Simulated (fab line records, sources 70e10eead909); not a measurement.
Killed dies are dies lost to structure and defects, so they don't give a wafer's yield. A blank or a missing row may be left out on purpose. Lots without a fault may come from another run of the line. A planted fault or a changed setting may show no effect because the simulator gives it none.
A struck lot beside a sound one | flow nand_harc | 15 steps out of a route of 1159
Sound: wafers L270.1, L270.5, L270.6. Struck: wafers L280.3, L280.4, L280.5. The cause comes at the end.
At each step with rows: each side's tool, then ch and its chambers, then its first start. Under that, the readings that differ: sound wafers | struck wafers | difference of the means | sigmas: that difference in standard deviations of wafers without a fault.
alike: readings whose means differ by less than 2 such deviations, and words and numbers that are the same on both sides. not compared: withheld readings, readings that some wafer has no value for, bounds like >300 that may hide the same value, and numbers for which the record gives no deviation and whose values overlap.
The two part at a step that has a row with sigmas, a row that says differs or no value, or rows on one side only. Numbers that don't overlap but have no deviation are shown without sigmas and don't part them. A reading that every wafer of one side lacks parts them only if that side has two wafers or more.

first, 8 steps without rows for these wafers: NHARC_THIN_TSV_DEHYDRATE_25 (time 120 s); NHARC_THIN_TSV_HMDS_26 (time 30 s); NHARC_THIN_TSV_COAT_27; NHARC_THIN_TSV_SOFTBAKE_28 (time 95 s); NHARC_THIN_TSV_EBR_29; NHARC_THIN_TSV_EXPOSE_30 (exposes mask PAD); NHARC_THIN_TSV_PEB_31 (peb time 85 s); NHARC_THIN_TSV_DEVELOP_32 (time 70 s).
NHARC_THIN_TSV_CD_MEAS_33: target cd 5000 nm.
  sound on cd_sem-03 ch 0, day 21 05:19; struck on cd_sem-02 ch 0, day 23 10:45
  alike: cd_nm
then, 1 step without rows for these wafers: NHARC_THIN_TSV_HARDBAKE_34 (time 80 s).
NHARC_THIN_TSV_DESCUM_35: chemistry O2, time 3 s.
  sound on rie_diel-04 ch 0,1,3, day 21 05:29; struck on rie_diel-07 ch 1,2, day 23 10:55
  alike: drypump_motor_current_A, o2_flow_sccm, oes_product_au, rf_vpp_V, showerhead_plenum_p_Torr, throttle_valve_pct
  not compared: rf_hours_counter_h
NHARC_THIN_TSV_ETCH_59: etches the open film in Cl2/BCl3, target depth 880 nm, time 138.1 s.
  sound on rie_metal-03 ch 0,1, day 21 05:35; struck on rie_metal-03 ch 0,1, day 23 11:07
  alike: bcl3_flow_sccm, drypump_motor_current_A, oes_product_au, throttle_valve_pct
  not compared: rf_hours_counter_h
NHARC_THIN_TSV_ETCH_36: etches the open film in Cl2/BCl3, target depth 65 nm, time 18.571 s.
  sound on rie_metal-03 ch 0,1, day 21 05:52; struck on rie_metal-03 ch 0,1, day 23 11:18
  reading        | sound       | struck               | difference | sigmas
  over_etch_frac | 0.3 0.3 0.3 | 0.5071 0.5071 0.5071 | +0.2071    |
  alike: drypump_motor_current_A, oes_product_au
  not compared: rf_hours_counter_h
NHARC_THIN_TSV_STRIP_56: strips in O2.
  sound on plasma_asher-02 ch 0,1, day 21 05:57; struck on plasma_asher-01 ch 0,1, day 23 18:47
  alike: drypump_motor_current_A, heater_power_w
  not compared: rf_hours_counter_h
then, 1 step without rows for these wafers: NHARC_END_SORT_01.

WHERE THEY PART
Nowhere in this record.

WHY: what the simulator had put in
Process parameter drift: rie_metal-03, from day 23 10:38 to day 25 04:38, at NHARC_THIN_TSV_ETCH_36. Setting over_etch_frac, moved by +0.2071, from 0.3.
